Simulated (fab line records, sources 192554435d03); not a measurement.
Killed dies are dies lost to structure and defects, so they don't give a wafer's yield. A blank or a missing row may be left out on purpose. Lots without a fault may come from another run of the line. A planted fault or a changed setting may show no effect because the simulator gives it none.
Chamber matching | flow n5_finfet | N5_FIN_SAQP_SPACER1_ETCHBACK_25 on rie_diel-01: 4 sister chambers
The step etches SiO2 in CHF3/O2, target depth 24.4 nm, time 12.2 s. 16 wafers are shown with their chamber, then 8 later ones without.

WAFERS WITH THEIR CHAMBER
wafer  | chamber | showerhead_plenum_p_Torr (Torr) | throttle_valve_pct (%) | rf_vpp_V (V)
L075.2 | 0       | 2.42                            | 18.92                  | 535
L075.4 | 0       | 2.42                            | 18.93                  | 534
L075.6 | 1       | 2.38                            | 18.93                  | 529
L079.1 | 3       | 2.55                            | 18.48                  | 517
L079.2 | 2       | 2.58                            | 18.72                  | 540
L079.6 | 0       | 2.42                            | 18.96                  | 534
L081.3 | 3       | 2.55                            | 18.50                  | 517
L081.4 | 1       | 2.37                            | 18.96                  | 529
L081.5 | 1       | 2.37                            | 18.95                  | 529
L083.1 | 1       | 2.37                            | 18.97                  | 528
L083.5 | 3       | 2.55                            | 18.49                  | 518
L083.6 | 2       | 2.58                            | 18.74                  | 538
L084.1 | 2       | 2.58                            | 18.74                  | 539
L084.3 | 0       | 2.41                            | 18.94                  | 534
L084.6 | 3       | 2.55                            | 18.51                  | 518
L086.3 | 1       | 2.37                            | 18.99                  | 530

SIGNATURES (means of the wafers above)
reading                  | chamber 0 | chamber 1 | chamber 2 | chamber 3 | scatter within a chamber
showerhead_plenum_p_Torr | 2.4175    | 2.3720    | 2.5800    | 2.5500    | 0.00359
throttle_valve_pct       | 18.9375   | 18.9600   | 18.7333   | 18.4950   | 0.0174
rf_vpp_V                 | 534.25    | 529.00    | 539.00    | 517.50    | 0.692
Rule: a wafer's distance from a chamber is the root of the sum, over the readings, of the square of ((its reading less the chamber's mean) divided by the reading's scatter). The wafer belongs to the nearest chamber; if the next one is less than 2 further off, it can't be placed. The scatter: the root of (the sum of the squares of (reading less its chamber's mean) over the shown wafers, divided by (wafers less chambers)).

WAFERS WITHOUT THEIR CHAMBER
wafer  | showerhead_plenum_p_Torr (Torr) | throttle_valve_pct (%) | rf_vpp_V (V)
L086.4 | 2.54                            | 18.52                  | 519
L086.5 | 2.37                            | 18.98                  | 529
L094.1 | 2.36                            | 19.01                  | 530
L094.5 | 2.54                            | 18.55                  | 517
L094.6 | 2.41                            | 18.98                  | 533
L095.2 | 2.40                            | 19.00                  | 533
L095.3 | 2.36                            | 19.01                  | 528
L095.5 | 2.57                            | 18.77                  | 539

WHICH CHAMBER EACH WENT THROUGH
wafer  | from the rows above | in truth
L086.4 | 3                   | 3
L086.5 | 1                   | 1
L094.1 | 1                   | 1
L094.5 | 3                   | 3
L094.6 | 0                   | 0
L095.2 | 0                   | 0
L095.3 | 1                   | 1
L095.5 | 2                   | 2
Placed correctly: 8 of 8. Can't be placed from these rows: 0. Placed wrongly: 0.
